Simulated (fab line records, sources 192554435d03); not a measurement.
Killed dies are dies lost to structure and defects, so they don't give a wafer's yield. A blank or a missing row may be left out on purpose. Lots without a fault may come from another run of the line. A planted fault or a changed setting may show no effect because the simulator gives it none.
Which tool did it? | flow n5_finfet | 12 lots, 36 wafers sampled, at 4 steps of a route of 1938

WHAT THE GAUGES READ, wafer by wafer
The record holds no reading of a measuring or inspecting step that can be judged against a usual standard deviation.

WHICH TOOL RAN EACH LOT (tool, then ch and the chambers of the sampled wafers, then the start)
lot  | N5_BEOL_M8_PRECLEAN_42              | N5_MIM_TOP_SPUTTER_03        | N5_MIM_BOT_ETCH_ETCH_04            | N5_PASSIVATION_PROBE_49
L934 | wet_bench-05 ch 2,3,6, day 9 08:28  | pvd_sputter-02, day 11 21:45 | rie_diel-06 ch 0,1,2, day 11 23:20 | -
L935 | wet_bench-03 ch 4,5,6, day 9 17:36  | pvd_sputter-02, day 12 06:06 | rie_diel-01 ch 1,2,3, day 12 07:26 | -
L937 | wet_bench-03 ch 4,5,6, day 10 03:50 | pvd_sputter-02, day 12 16:38 | rie_diel-04 ch 2,3, day 12 18:19   | -
L938 | wet_bench-05 ch 0,4,7, day 11 05:16 | pvd_sputter-02, day 13 09:41 | rie_diel-01 ch 0,2,3, day 13 11:08 | -
L939 | wet_bench-02 ch 0,1,6, day 11 14:19 | pvd_sputter-03, day 13 21:34 | rie_diel-04 ch 0,3, day 13 22:52   | -
L945 | wet_bench-05 ch 2,3,4, day 12 22:16 | pvd_sputter-02, day 15 07:55 | rie_diel-04 ch 0,1,3, day 15 09:53 | -
L946 | wet_bench-02 ch 2,5,6, day 12 22:17 | pvd_sputter-03, day 15 09:17 | rie_diel-04 ch 1,3, day 15 10:50   | prober-01, day 15 21:31
L948 | wet_bench-05 ch 3,5,7, day 13 04:26 | pvd_sputter-03, day 15 20:11 | rie_diel-04 ch 0,1, day 15 21:35   | -
L951 | wet_bench-03 ch 2,3,4, day 14 06:38 | pvd_sputter-03, day 16 15:02 | rie_diel-06 ch 1,2, day 16 16:44   | -
L952 | wet_bench-05 ch 0,1,6, day 14 06:58 | pvd_sputter-03, day 16 18:23 | rie_diel-06 ch 2,3, day 16 19:53   | -
L953 | wet_bench-05 ch 1,2,4, day 14 18:19 | pvd_sputter-02, day 17 02:32 | rie_diel-04 ch 2,3, day 17 04:05   | -
L957 | wet_bench-02 ch 2,4,7, day 15 19:59 | pvd_sputter-01, day 18 09:01 | rie_diel-04 ch 1,2,3, day 18 10:20 | -
- N5_BEOL_M8_PRECLEAN_42: cleans in residue remover, time 60 s.
- N5_MIM_TOP_SPUTTER_03: material TiN, target thk 35 nm, time 89.7 s.
- N5_MIM_BOT_ETCH_ETCH_04: etches SiNx in CF4/O2, target depth 26 nm, time 13 s.
- N5_PASSIVATION_PROBE_49

WHAT THE TOOLS THEMSELVES READ (means of the sampled wafers that have a number; where no wafer has one, the mark that the record gives instead)
N5_MIM_TOP_SPUTTER_03.
lot  | tool           | substrate_temp_c (C) | throttle_valve_pct (%)
L934 | pvd_sputter-02 | 199.93               | 30.1
L935 | pvd_sputter-02 | 199.95               | 29.6
L937 | pvd_sputter-02 | 199.97               | 30.2
L938 | pvd_sputter-02 | 200.08               | 30.4
L939 | pvd_sputter-03 | 200.21               | 28.1
L945 | pvd_sputter-02 | 200.04               | 29.7
L946 | pvd_sputter-03 | 200.27               | 28.6
L948 | pvd_sputter-03 | 199.92               | 30.6
L951 | pvd_sputter-03 | 200.02               | 29.6
L952 | pvd_sputter-03 | 199.99               | 29.7
L953 | pvd_sputter-02 | 200.02               | 30.5
L957 | pvd_sputter-01 | 199.95               | 29.5

N5_MIM_BOT_ETCH_ETCH_04.
lot  | tool        | drypump_motor_current_A (A) | oes_product_au (a.u.) | rf_fwd_power_W (W) | rf_vpp_V (V) | showerhead_plenum_p_Torr (Torr) | throttle_valve_pct (%)
L934 | rie_diel-06 | 5.8                         | 0.80                  | 533.5              | 235          | 2.27                            | 15.88
L935 | rie_diel-01 | 5.6                         | 0.90                  | 531.2              | 239          | 2.15                            | 15.77
L937 | rie_diel-04 | 5.5                         | 0.75                  | 531.6              | 234          | 2.14                            | 16.00
L938 | rie_diel-01 | 5.6                         | 0.84                  | 531.3              | 241          | 2.19                            | 15.80
L939 | rie_diel-04 | 5.4                         | 0.76                  | 532.3              | 233          | 2.12                            | 16.00
L945 | rie_diel-04 | 5.6                         | 0.78                  | 533.9              | 240          | 2.16                            | 15.97
L946 | rie_diel-04 | 5.3                         | 0.79                  | 534.5              | 238          | 2.15                            | 16.01
L948 | rie_diel-04 | 5.9                         | 0.81                  | 532.7              | 245          | 2.20                            | 15.91
L951 | rie_diel-06 | 6.0                         | 0.82                  | 529.5              | 236          | 2.24                            | 15.97
L952 | rie_diel-06 | 5.3                         | 0.78                  | 531.5              | 235          | 2.16                            | 16.08
L953 | rie_diel-04 | 5.7                         | 0.87                  | 533.8              | 235          | 2.15                            | 15.74
L957 | rie_diel-04 | 5.6                         | 0.81                  | 532.7              | 240          | 2.17                            | 15.87

N5_PASSIVATION_PROBE_49.
lot  | tool      | defect_limited_yield (%) | killed_at_M0_to_M3 | killed_at_M4_up | killed_at_contacts | killed_at_front_end | killed_at_other | killed_dies | killed_on_rim | killed_open | killed_short | sort_bin_4_leakage (%) | sort_bin_5_function (%) | sort_bin_6_memory (%) | sort_bin_8_speed (%) | sort_n_pass | sort_yield_pct (%)
L946 | prober-01 | 90.2                     | 29                 | 39              | 8                  | 32                  | 6.3             | 115         | 13            | 59          | 24           | 0.00                   | 5.6                     | 2.8                   | 0.0                  | 1065        | 90.2

THE ANSWER, worked out from the rows above alone
Rule: what is usual is taken from the lots themselves. Put in order of their means at a reading, lots are off if they are a third of the lots or fewer, leave a main group of 4 or more, and stand apart from it by a gap of 3 or more times the standard deviation of the main group's means; of several such gaps the widest counts. A main group whose means are all the same, to the digits that the tables above print for the reading, isn't used. A lot without any number at a reading at which 4 lots or more have one is off too. The other lots that the step has rows for count as sound. The gauges are gone through in route order, then the tools' own readings, and for those a lot's mean is taken as printed above. The first step at which some lot is off is used, and at that step the reading that is off furthest; a lot without a number counts as furthest.
No lot is off at any reading shown: from this, nothing can be told.

WHAT THE SIMULATOR HAD PUT IN
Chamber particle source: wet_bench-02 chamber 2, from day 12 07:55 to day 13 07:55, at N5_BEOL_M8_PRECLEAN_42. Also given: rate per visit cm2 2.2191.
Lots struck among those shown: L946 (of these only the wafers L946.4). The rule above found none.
